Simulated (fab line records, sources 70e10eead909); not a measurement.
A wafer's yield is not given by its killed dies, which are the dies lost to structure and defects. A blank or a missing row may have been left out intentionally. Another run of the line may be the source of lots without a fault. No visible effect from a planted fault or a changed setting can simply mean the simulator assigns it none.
fab line records	flow nand-harc
record: lots: 7	wafers: 21	last-day: 24
route steps=1159 shown THIN_TSV@1107
lots untouched by any fault: they come from a run of this same line in which no faults occurred
start-h: start of the lot's first displayed wafer, in hours after the record's first day	wait-h: hours from the lot's prior step to this one	" identical to the entry in the row above	L1.1+2: several wafers, shown together as one row	- either no value or no given start	* or withheld: withheld	< > ~ a bound
route shown NAME@n: a module of which the file shows steps, and the number in the route of the first	usual: mean and standard deviation over wafers with no fault	same: alike in all rows	chamber/n: place in a boat	sites: each site's reading	_std_site: how widely they spread, as a standard deviation	_edge_site: outer sites' mean less inner sites'	radius-mm: how far each site lies from the wafer's centre	mask NAME#n: copy n	behind: tool/chamber where the wafer was last shaped	hold: why the lot went on hold/how many hours it stayed there/how the hold came to an end	device: transistor that didn't switch, given as n, p or np	end of line: the route-end tests of the same wafers	a step given without rows: its recipe and nothing more	killed: at the first sort, the dies lost to defects and structure; wafer yield is something else	map: a wafer's dies, marking killed ones x, the rest . and places with no die _
set.NAME: the setting that was run; set.NAME@STEP: the one run at that earlier step	model.NAME: the simulator's own value behind a step, which no gauge read
a table for each step, a row for each wafer; lots at some steps of the route
services: the hour from which a tool's chamber was out of use, counted from the record's first day as start-h (under 0 if before that day), plus the number of hours and why
== steps ==
step: NHARC_THIN_TSV_DEP_43
recipe: target-thk-a: 13285	temp-c: withheld	pressure-torr: 6.5	rf-w: 900	teos-flow-sccm: 161.4	flow-sccm: 2650	target-thk-nm: 1328.5	gas: O2	material: SiO2
usual: throttle-valve-pct: 15.8/0.42
lot.wafer	tool	chamber	start-h	wait-h	throttle-valve-pct
L433.1	pecvd-03	1	470.79	-	15.9
L433.4	"	1	"	"	16.2
L433.3	"	2	"	"	15.3
L436.1	pecvd-01	0	480.90	-	15.5
L436.5	"	1	"	"	15.5
L436.6	"	2	"	"	16.3
L437.1	pecvd-02	1	495.68	-	16.7
L437.4	"	1	"	"	16.6
L437.5	"	2	"	"	15.7
L438.1	pecvd-02	2	496.91	-	15.8
L438.3	"	0	"	"	15.6
L438.6	"	0	"	"	15.8
L443.2	pecvd-02	1	547.77	-	15.8
L443.5	"	1	"	"	16.0
L443.4	"	0	"	"	15.0
L446.1	pecvd-02	1	548.97	-	15.8
L446.6	"	1	"	"	15.9
L446.5	"	2	"	"	15.7
L444.1	pecvd-01	1	562.34	-	15.6
L444.5	"	2	"	"	16.4
L444.6	"	0	"	"	15.5
step: NHARC_THIN_TSV_DEHYDRATE_04
recipe: temp-c: 150	time-s: 120
step: NHARC_THIN_TSV_HMDS_05
recipe: time-s: 30
step: NHARC_THIN_TSV_COAT_06
recipe: spin-rpm: *
step: NHARC_THIN_TSV_SOFTBAKE_07
recipe: temp-c: 122	time-s: 95
step: NHARC_THIN_TSV_EBR_08
step: NHARC_THIN_TSV_EXPOSE_09
recipe: na: 0.55	dose-mj: 30.7	mask-id: TSV
step: NHARC_THIN_TSV_PEB_10
recipe: peb-temp-c: 118	peb-time-s: 85
step: NHARC_THIN_TSV_DEVELOP_11
recipe: time-s: 70
step: NHARC_THIN_TSV_CD_MEAS_12
recipe: target-cd-nm: 1000	landing-energy-ev: 500
usual: cd-nm: 999.5/2
lot.wafer	tool	chamber	start-h	wait-h	cd-nm
L433.1	cd-sem-01	0	471.75	-	995.8
L433.3	"	0	"	"	998.7
L433.4	"	0	"	"	996.1
L436.1	cd-sem-01	0	481.51	-	1000.4
L436.5	"	0	"	"	1003.2
L436.6	"	0	"	"	1003.9
L437.1	cd-sem-02	0	496.50	-	1003.0
L437.4	"	0	"	"	1001.0
L437.5	"	0	"	"	998.9
L438.1	cd-sem-03	0	497.69	-	997.9
L438.3	"	0	"	"	1001.3
L438.6	"	0	"	"	998.9
L443.2	cd-sem-02	0	548.60	-	1001.5
L443.4	"	0	"	"	998.3
L443.5	"	0	"	"	999.9
L446.1	cd-sem-03	0	549.68	-	998.1
L446.5	"	0	"	"	998.7
L446.6	"	0	"	"	998.6
L444.1	cd-sem-02	0	563.09	-	998.4
L444.5	"	0	"	"	996.0
L444.6	"	0	"	"	996.9
step: NHARC_THIN_TSV_HARDBAKE_13
recipe: temp-c: 125	time-s: 80
step: NHARC_THIN_TSV_DESCUM_14
recipe: time-s: 3	o2-flow-sccm: 200	ar-flow-sccm: 0	bias-power-w: 0	chemistry: O2
usual: drypump-motor-current-A: 5.7/0.42	mfc-ar-sccm: 0.007/0.0098	oes-product-au: 0.998/0.011	rf-vpp-V: 57.6/0.85	showerhead-plenum-p-Torr: 1.88/0.058	throttle-valve-pct: 11.310/0.0092
lot.wafer	tool	chamber	start-h	wait-h	drypump-motor-current-A	mfc-ar-sccm	oes-product-au	rf-hours-counter-h	rf-vpp-V	showerhead-plenum-p-Torr	throttle-valve-pct
L433.4	rie-diel-10	0	471.91	-	5.9	0.012	0.986	6	58.0	1.87	11.302
L433.1	"	1	"	"	5.3	0	0.994	7	58.4	1.86	11.298
L433.3	"	2	"	"	6.1	0.009	1.013	5	57.5	1.93	11.307
L436.1	rie-diel-01	3	481.67	-	5.5	0.034	1.004	9	57.9	1.80	11.300
L436.6	"	3	"	"	5.6	0.034	0.999	-	56.8	1.80	11.316
L436.5	"	0	"	"	6.3	0.013	1.000	-	58.4	1.92	11.295
L437.1	rie-diel-10	1	496.67	-	5.3	0	0.984	9	56.6	1.86	11.305
L437.4	"	2	"	"	6.1	0.009	1.005	7	60.6	1.93	11.292
L437.5	"	0	"	"	5.9	0.012	0.990	-	58.2	1.87	11.299
L438.3	rie-diel-02	3	497.85	-	6.1	0.018	1.011	16	56.5	1.77	11.329
L438.1	"	0	"	"	5.5	0	0.996	18	56.4	1.93	11.324
L438.6	"	0	"	"	5.5	0	1.009	-	56.6	1.93	11.303
L443.2	rie-diel-02	1	548.76	-	6.1	0	1.000	2	56.7	1.79	11.313
L443.4	"	0	"	"	5.5	0	0.999	2	57.1	1.93	11.318
L443.5	"	1	"	"	6.1	0	0.996	-	57.9	1.79	11.309
L446.1	rie-diel-10	0	549.85	-	5.9	0.012	0.988	0	57.9	1.86	11.316
L446.5	"	3	"	"	5.1	0	1.007	-	57.8	1.90	11.309
L446.6	"	0	"	"	5.9	0.012	0.988	-	58.2	1.87	11.309
L444.1	rie-diel-01	3	563.26	-	5.6	0.034	0.996	3	57.5	1.80	11.322
L444.5	"	2	"	"	5.1	0.005	1.000	-	59.0	1.94	11.308
L444.6	"	3	"	"	5.5	0.034	0.989	-	56.4	1.80	11.298
step: NHARC_THIN_TSV_ETCH_44
recipe: target-depth-a: 15942	time-s: 797.1	cf4-flow-sccm: 150	o2-flow-sccm: 10	ar-flow-sccm: 0	rf-w: 300	bias-w: 800	chemistry: CF4/O2
usual: bias-w: 800.3/2.4	cf4-flow-sccm: 150.0/0.46	drypump-motor-current-A: 5.7/0.41	mfc-ar-sccm: 0.007/0.0095	oes-product-au: 0.999/0.011	rf-vpp-V: 792/3.4	showerhead-plenum-p-Torr: 1.80/0.051	throttle-valve-pct: 16.914/0.0093
lot.wafer	tool	chamber	start-h	wait-h	bias-w	cf4-flow-sccm	drypump-motor-current-A	mfc-ar-sccm	oes-product-au	rf-hours-counter-h	rf-vpp-V	showerhead-plenum-p-Torr	throttle-valve-pct
L433.4	rie-diel-10	2	472.00	0.1	796.8	149.6	6.1	0.009	0.992	5	795	1.85	16.906
L433.1	"	3	"	"	802.2	149.8	5.1	0	0.999	6	793	1.82	16.898
L433.3	"	0	"	"	803.3	150.0	5.9	0.012	0.972	6	792	1.79	16.923
L436.1	rie-diel-01	1	481.87	0.2	-	-	-	-	-	-	-	-	-
L436.5	"	3	"	"	-	-	-	-	-	-	-	-	-
L436.6	"	0	"	"	-	-	-	-	-	-	-	-	-
L437.1	rie-diel-10	0	496.81	0.1	-	-	-	-	-	-	-	-	-
L437.4	"	2	"	"	-	-	-	-	-	-	-	-	-
L437.5	"	0	"	"	-	-	-	-	-	-	-	-	-
L438.1	rie-diel-02	3	497.94	0.1	-	-	-	-	-	-	-	-	-
L438.3	"	0	"	"	-	-	-	-	-	-	-	-	-
L438.6	"	0	"	"	-	-	-	-	-	-	-	-	-
L443.4	rie-diel-02	1	548.84	0.1	799.5	149.8	6.1	0	0.993	2	788	1.72	16.917
L443.2	"	3	"	"	800.9	150.0	6.2	0.018	1.011	2	785	1.70	16.891
L443.5	"	1	"	"	796.5	149.8	6.0	0	0.997	-	788	1.72	16.911
L446.1	rie-diel-10	1	550.04	0.2	801.4	150.1	5.3	0	0.988	1	792	1.79	16.907
L446.5	"	3	"	"	801.8	150.6	5.1	0	1.014	-	795	1.82	16.902
L446.6	"	0	"	"	799.3	150.7	5.9	0.012	0.992	-	792	1.79	16.927
L444.1	rie-diel-01	1	563.51	0.2	795.7	150.2	5.6	0	1.000	4	794	1.85	16.902
L444.6	"	2	"	"	798.7	149.9	5.1	0.005	1.013	-	795	1.86	16.908
L444.5	"	3	"	"	803.6	149.0	5.5	0.034	0.992	-	787	1.73	16.915
step: NHARC_THIN_TSV_ETCH_15
recipe: target-depth-a: 30000	bosch-target-overetch-cycles: 2	bosch-etch-step-s: 2.8	bosch-dep-step-s: 1.2	bosch-cycles: 14
usual: drypump-motor-current-A: 5.4/0.47
same: bosch-cycles: 14	bosch-dep-step-s: 1.2
lot.wafer	tool	chamber	start-h	wait-h	drypump-motor-current-A	rf-hours-counter-h
L433.1	rie-si-04	2	472.57	-	5.4	0.0
L433.3	"	0	"	"	4.6	0.1
L433.4	"	1	"	"	5.3	0.1
L436.1	rie-si-02	3	482.32	0.4	4.7	0.8
L436.6	"	3	"	"	4.7	-
L436.5	"	0	"	"	6.1	-
L437.1	rie-si-04	1	497.33	0.5	5.3	0.5
L437.4	"	3	"	"	5.6	0.4
L437.5	"	2	"	"	5.5	-
L438.1	rie-si-04	0	498.50	0.5	4.6	0.6
L438.3	"	2	"	"	5.4	0.5
L438.6	"	0	"	"	4.6	-
L443.2	rie-si-04	2	549.42	-	5.4	0.8
L443.4	"	3	"	"	5.6	0.7
L443.5	"	3	"	"	5.6	-
L446.1	rie-si-02	0	550.54	-	6.1	1.4
L446.5	"	1	"	"	6.1	-
L446.6	"	2	"	"	5.3	-
L444.1	rie-si-04	2	563.94	-	5.4	0.9
L444.6	"	1	"	"	5.3	-
L444.5	"	2	"	"	5.5	-
== services ==
tool	chamber	start-h	hours	kind
rie-si-04	-	453.00	9.0	pm
rie-diel-10	0	456.52	8.1	repair
rie-diel-10	1	460.52	-	clean
rie-diel-10	2	460.52	-	clean
rie-diel-10	3	460.52	-	clean
pecvd-03	-	473.51	13.0	pm
rie-diel-10	-	473.57	0.6	repair
rie-diel-01	0	476.86	2.6	repair
rie-diel-10	0	485.02	-	clean
rie-diel-10	1	485.02	-	clean
rie-diel-10	2	485.02	-	clean
rie-diel-10	3	485.02	-	clean
rie-diel-01	-	491.80	9.0	pm
pecvd-02	-	500.09	1.1	repair
pecvd-03	1	503.92	4.8	repair
rie-si-02	3	504.06	2.0	repair
rie-diel-02	-	505.34	9.0	pm
rie-diel-10	0	509.52	-	clean
rie-si-02	0	512.66	12.3	repair
pecvd-03	-	512.68	2.2	repair
pecvd-02	-	515.15	13.0	pm
rie-diel-01	-	515.22	0.3	repair
rie-diel-10	-	530.50	9.0	pm
pecvd-03	-	545.86	2.0	repair
== key ==
first-sign: step: NHARC_THIN_TSV_ETCH_44	reading: tool-record	direction: missing
effect none on later readings
met-at NHARC_THIN_TSV_ETCH_44
struck-wafers L436.1,L436.5,L436.6,L437.1,L437.4,L437.5,L438.1,L438.3,L438.6
later-rows-left-out L436.1,L436.5,L436.6,L437.1,L437.4,L437.5,L438.1,L438.3,L438.6
sort-left-out L436.1,L436.5,L436.6,L437.1,L437.4,L437.5,L438.1,L438.3,L438.6
onset-between 472.00 481.87
fault: kind: skipped-step-whole	tool: rie-diel-01,rie-diel-02,rie-diel-10	chamber: -	onset-h: 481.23	steps: NHARC_THIN_TSV_ETCH_44	scope: struck-lots-only
sort-left-out: the simulated sort isn't trusted on such a fault, so these wafers' sort isn't shown, and their yield isn't known
later-rows-left-out: the simulator's readings of these wafers behind a module that went badly wrong aren't trusted and aren't shown, but for the sort
